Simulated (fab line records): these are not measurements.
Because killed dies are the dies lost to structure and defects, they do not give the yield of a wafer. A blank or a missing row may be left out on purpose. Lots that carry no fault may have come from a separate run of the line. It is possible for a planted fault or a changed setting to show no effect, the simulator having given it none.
One fault through the eyes of 2 desks    flow nandHarc    each desk holds nothing but its own numbers, with what lay behind them at the end

== METROLOGY DESK ==
What the gauges read, lot by lot, whatever tool the lot ran on: means of the sampled wafers that have a number. Marked OUT: a lot whose mean sits more than 4 standard deviations from the usual mean, which makes it out of limits; the brackets give that distance.
Columns: A = cdNm at NHARC_THIN_TSV_CD_MEAS_33, usual 5000.4 nm
lot   first seen here  A
L432  day 18 23:12     4999.4
L433  day 19 03:31     5000.6
L434  day 19 04:43     5001.8
L431  day 19 08:59     5000.2
L436  day 19 15:02     4998.4
L435  day 19 16:12     4999.5
L443  day 21 15:56     5001.6
L445  day 22 10:33     5001.2
L447  day 23 07:43     4999.3
L453  day 23 13:36     5001.1
L452  day 23 23:56     4999.8
L451  day 24 01:08     4999.3
L454  day 24 15:43     4999.7
This desk found nothing out of limits on any of the 13 lots.

== TOOL OWNER'S DESK, pvdSputter-03 ==
The tool's own readings at NHARC_P_BONDPAD_PVD_27 (deposits Cu, target thk 30 nm, time 20.49 s): means of the sampled wafers that have a number, for each lot that ran on this tool. Marked OUT: a lot whose mean sits more than 4 standard deviations from the usual mean, which makes it out of limits; the brackets give that distance.
Columns: A = throttleValvePct at NHARC_P_BONDPAD_PVD_27, usual 30.5 %
lot   first seen here  A
L436  day 7 14:20      31.0
L443  day 9 17:40      30.2
This desk found nothing out of limits on any of the 2 lots.

== BROUGHT TOGETHER ==
Metrology desk: nothing out of limits seen.
The desk of the tool owner found nothing out of limits.

== WHAT THE SIMULATOR HAD INSERTED ==
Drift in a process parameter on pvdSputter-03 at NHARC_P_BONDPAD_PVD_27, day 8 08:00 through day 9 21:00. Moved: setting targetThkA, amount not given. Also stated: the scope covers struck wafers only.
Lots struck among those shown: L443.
